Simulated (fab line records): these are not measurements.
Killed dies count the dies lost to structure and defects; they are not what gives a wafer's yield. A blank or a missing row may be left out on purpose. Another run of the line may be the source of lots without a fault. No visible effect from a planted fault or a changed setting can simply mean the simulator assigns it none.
Split-lot experiment | flow n5_finfet | on a route of 1938 steps: 7 lots, 39 wafers read

THE SPLIT
At N5_DUMMY_GATE_EXPOSE_12 (exposes mask GATE, target cd 25 nm), the setting dose_mj was moved away from the recipe's 34 on 15 of the 39 wafers read, by -6.9% to +7.4%. This setting was run at the recipe's value on the other wafers.

FROM THE SPLIT TO THE READING: what the file shows between them, 14 steps
- N5_DUMMY_GATE_PEB_13: peb time 60 s
- N5_DUMMY_GATE_DEVELOP_14: develop time 30 s
- N5_DUMMY_GATE_CD_MEAS_15: target cd 25.8 nm
- N5_DUMMY_GATE_STRIP_38: strips in N2/H2
- N5_DUMMY_GATE_STRIP_39: strips in N2/H2
- N5_DUMMY_GATE_TRIM_49: chemistry O2, time 29 s, target cd 14 nm
- N5_DUMMY_GATE_STRIP_40: strips in CF4
- N5_DUMMY_GATE_CD_MEAS_50: target cd 14 nm
- N5_DUMMY_GATE_ETCH_31: etches SiO2 in C4F6/O2, target depth 82.5 nm, time 27.5 s (also split here: target_depth_a)
- N5_DUMMY_GATE_STRIP_41: strips in O2
- N5_DUMMY_GATE_HM_OPEN_21: chemistry CH3F/O2, target SiNx, target depth 120 nm, time 171.4 s
- N5_DUMMY_GATE_ETCH_32: etches SiO2 in CF4, target depth 3.5 nm, time 3.9 s
- N5_DUMMY_GATE_ETCH_23: etches poly-Si in HBr/Cl2/O2, target depth 41 nm, time 22.3 s
- N5_DUMMY_GATE_ETCH_44: etches poly-Si in HBr/O2, stops on SiO2, target depth 127.5 nm

THE READING
cd_nm (nm) at N5_DUMMY_GATE_CD_MEAS_24, where the cd target is 15 nm. Typical for fault-free wafers on this fab line: 14.94 nm, with standard deviation 0.28 nm.

wafer  | tool, chamber at the split | dose_mj as run | against the recipe | cd_nm, nm | against lot-mates on the recipe
L075.1 | euv_scanner-01, 0          | 34             | recipe             | 14.74     | -
L075.2 | euv_scanner-01, 0          | 34             | recipe             | 14.80     | -
L075.3 | euv_scanner-01, 0          | 34             | recipe             | 14.57     | -
L075.4 | euv_scanner-01, 0          | 34             | recipe             | 14.75     | -
L075.5 | euv_scanner-01, 0          | 34             | recipe             | 14.84     | -
L075.6 | euv_scanner-01, 0          | 34             | recipe             | 14.98     | -
L076.1 | euv_scanner-01, 0          | 36.52          | +7.4%              | 13.90     | -1.04
L076.2 | euv_scanner-01, 0          | 36.52          | +7.4%              | 14.08     | -0.86
L076.3 | euv_scanner-01, 0          | 34             | recipe             | 14.88     | -
L076.4 | euv_scanner-01, 0          | 36.52          | +7.4%              | 14.05     | -0.89
L076.5 | euv_scanner-01, 0          | 34             | recipe             | 14.85     | -
L076.6 | euv_scanner-01, 0          | 34             | recipe             | 15.09     | -
L085.1 | euv_scanner-01, 0          | 34             | recipe             | 14.87     | -
L085.2 | euv_scanner-01, 0          | 35.01          | +3.0%              | 14.59     | -0.24
L085.3 | euv_scanner-01, 0          | 34             | recipe             | 14.66     | -
L085.4 | euv_scanner-01, 0          | 35.01          | +3.0%              | 13.88     | -0.95
L085.5 | euv_scanner-01, 0          | 34             | recipe             | 14.95     | -
L085.6 | euv_scanner-01, 0          | 35.01          | +3.0%              | 14.74     | -0.09
L087.2 | euv_scanner-02, 0          | 34             | recipe             | 15.12     | -
L087.3 | euv_scanner-02, 0          | 34             | recipe             | 15.13     | -
L087.6 | euv_scanner-02, 0          | 34             | recipe             | 15.07     | -
L088.1 | euv_scanner-02, 0          | 34             | recipe             | 15.34     | -
L088.2 | euv_scanner-02, 0          | 32.22          | -5.2%              | 15.82     | +0.73
L088.3 | euv_scanner-02, 0          | 32.22          | -5.2%              | 15.80     | +0.71
L088.4 | euv_scanner-02, 0          | 32.22          | -5.2%              | 15.52     | +0.43
L088.5 | euv_scanner-02, 0          | 34             | recipe             | 15.32     | -
L088.6 | euv_scanner-02, 0          | 34             | recipe             | 14.61     | -
L092.1 | euv_scanner-01, 0          | 36.25          | +6.6%              | 13.47     | -1.31
L092.2 | euv_scanner-01, 0          | 36.25          | +6.6%              | 13.39     | -1.39
L092.3 | euv_scanner-01, 0          | 34             | recipe             | 14.37     | -
L092.4 | euv_scanner-01, 0          | 36.25          | +6.6%              | 13.93     | -0.85
L092.5 | euv_scanner-01, 0          | 34             | recipe             | 14.75     | -
L092.6 | euv_scanner-01, 0          | 34             | recipe             | 15.22     | -
L097.1 | euv_scanner-02, 0          | 34             | recipe             | 15.03     | -
L097.2 | euv_scanner-02, 0          | 34             | recipe             | 14.72     | -
L097.3 | euv_scanner-02, 0          | 31.67          | -6.9%              | 16.34     | +1.31
L097.4 | euv_scanner-02, 0          | 34             | recipe             | 15.34     | -
L097.5 | euv_scanner-02, 0          | 31.67          | -6.9%              | 16.62     | +1.59
L097.6 | euv_scanner-02, 0          | 31.67          | -6.9%              | 16.09     | +1.06

FIT RESULTS
A straight line over all 39 wafers: cd_nm changes by -0.171 nm for each +1% of dose_mj; r = -0.92; the points scatter about the line by 0.29 nm.
The same after taking each lot's own level away (the mean of its wafers on the recipe; 39 wafers): -0.156 nm for each +1%; r = -0.92; scatter 0.25 nm.
The reading moves by 1.2 nm for the largest change in dose_mj, on that fit.
Across the lots, their own levels run from 14.780 to 15.107 nm, a range of 1.2 times the standard deviation given above.
The two slopes are in agreement: the lot-to-lot level therefore moves the slope only a little.
Check: for one of the wafers moved furthest among these (+7.4%), held out of the fit, the line's prediction against its lot-mates is -1.16 nm. It came out at -1.04 nm against them.

OTHER SPLITS ON THESE WAFERS
These wafers also went through other splits before the reading. Each is held against what the fit with the lots' levels taken away leaves over:
other split on the same wafers       | wafers away from the commonest value | r with cd_nm (lot level and that fit taken away)
N5_WELL_APT_IMPLANT_15 energy_kev    | 9                                    | +0.05
N5_WELL_APT_EXPOSE_22 dose_mj        | 15                                   | -0.36
N5_DUMMY_GATE_ETCH_31 target_depth_a | 18                                   | -0.09

THE WHOLE CHAIN: every reading that the file lists as answering this split, in the file's order
step                     | what it does                                                   | reading                                                           | change (the file's fit)               | r (the file's)
N5_DUMMY_GATE_CD_MEAS_15 | target cd 25.8 nm                                              | cd_nm                                                             | -0.172 nm for each +1% of the setting | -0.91
N5_DUMMY_GATE_TRIM_49    | chemistry O2, time 29 s, target cd 14 nm                       | DUMMY_GATE.cd_nm (the simulator's own value, which no gauge read) | -0.176 nm for each +1% of the setting | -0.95
N5_DUMMY_GATE_CD_MEAS_50 | target cd 14 nm                                                | cd_nm                                                             | -0.199 nm for each +1% of the setting | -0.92
N5_DUMMY_GATE_ETCH_44    | etches poly-Si in HBr/O2, stops on SiO2, target depth 127.5 nm | DUMMY_GATE.cd_nm (the simulator's own value, which no gauge read) | -0.168 nm for each +1% of the setting | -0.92
N5_DUMMY_GATE_CD_MEAS_24 | target cd 15 nm                                                | cd_nm                                                             | -0.155 nm for each +1% of the setting | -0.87

FILE'S OWN FIT
cd_nm changes by -0.155 nm for each +1% of dose_mj, r = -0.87.
